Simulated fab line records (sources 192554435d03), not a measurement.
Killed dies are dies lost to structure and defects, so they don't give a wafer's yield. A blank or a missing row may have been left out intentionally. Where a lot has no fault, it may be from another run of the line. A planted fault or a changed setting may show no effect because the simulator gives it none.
Chamber matching | flow n5_finfet | N5_BEOL_M2_ILD_DEP_00 on pecvd-01: 3 sister chambers
The step deposits SiOC from DEMS/O2, target thk 79 nm, time 15.3 s. 22 wafers are shown with their chamber, then 11 later ones without.

## WAFERS PAIRED WITH THEIR CHAMBERS
wafer  | chamber | showerhead_vpp_V (V) | heater_power_w (W) | showerhead_plenum_p_Torr (Torr)
L074.1 | 2       | 1319                 | 487                | 5.699
L074.3 | 2       | 1316                 | 487                | 5.700
L074.4 | 1       | 1383                 | 495                | 5.687
L076.1 | 1       | 1394                 | 540                | 5.695
L076.2 | 2       | 1314                 | 597                | 5.702
L076.4 | 2       | 1294                 | 589                | 5.721
L078.3 | 2       | 1326                 | 497                | 5.715
L078.4 | 0       | 1383                 | 411                | 5.694
L078.5 | 2       | 1318                 | 507                | 5.698
L082.2 | 2       | 1298                 | 518                | 5.692
L082.4 | 0       | 1374                 | 454                | 5.707
L082.5 | 1       | 1384                 | 631                | 5.675
L083.1 | 2       | 1346                 | 594                | 5.703
L083.4 | 2       | 1324                 | 580                | 5.686
L083.5 | 0       | 1372                 | 444                | 5.698
L086.1 | 1       | 1384                 | 620                | 5.674
L086.3 | 1       | 1405                 | 616                | 5.678
L086.5 | 0       | 1390                 | 511                | 5.693
L092.2 | 1       | 1389                 | 556                | 5.676
L092.4 | 2       | 1330                 | 547                | 5.705
L092.5 | 0       | 1368                 | 450                | 5.709
L094.2 | 2       | 1314                 | 504                | 5.700

SIGNATURES (means of the wafers above)
reading                  | chamber 0 | chamber 1 | chamber 2 | scatter within a chamber
showerhead_vpp_V         | 1377.40   | 1389.83   | 1318.09   | 12
heater_power_w           | 454.00    | 576.33    | 537.00    | 46.2
showerhead_plenum_p_Torr | 5.70020   | 5.68083   | 5.70191   | 0.00888
Rule: for a wafer and a chamber, the distance is found by dividing, reading by reading, the gap between the wafer's reading and the chamber's mean by the reading's scatter, squaring, summing and taking the root. The wafer belongs to the nearest chamber; if the next one is less than 2 further off, it can't be placed. The scatter: take each reading less its chamber's mean, square it, sum over the shown wafers, divide by the number of wafers less the number of chambers, and take the root.

## WAFERS WITHOUT THEIR CHAMBER
wafer  | showerhead_vpp_V (V) | heater_power_w (W) | showerhead_plenum_p_Torr (Torr)
L094.3 | 1393                 | 568                | 5.674
L094.5 | 1318                 | 500                | 5.705
L095.1 | 1338                 | 524                | 5.702
L095.4 | 1398                 | 534                | 5.675
L095.6 | 1372                 | 447                | 5.690
L096.2 | 1387                 | 467                | 5.687
L096.4 | 1318                 | 574                | 5.699
L096.5 | 1380                 | 467                | 5.697
L097.3 | 1369                 | 544                | 5.668
L097.5 | 1419                 | 548                | 5.682
L097.6 | 1343                 | 412                | 5.699

## EACH ONE'S CHAMBER
wafer  | from the rows above     | in truth
L094.3 | 1                       | 1
L094.5 | 2                       | 2
L095.1 | can't be placed: 2 or 0 | 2
L095.4 | 1                       | 1
L095.6 | 0                       | 0
L096.2 | can't be placed: 0 or 1 | 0
L096.4 | 2                       | 2
L096.5 | 0                       | 0
L097.3 | can't be placed: 1 or 0 | 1
L097.5 | 1                       | 1
L097.6 | can't be placed: 0 or 2 | 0
Placed correctly: 7 of 11. Unplaceable from these rows: 4, with the true chamber sitting among the candidates in 4. Number placed wrongly: 0.
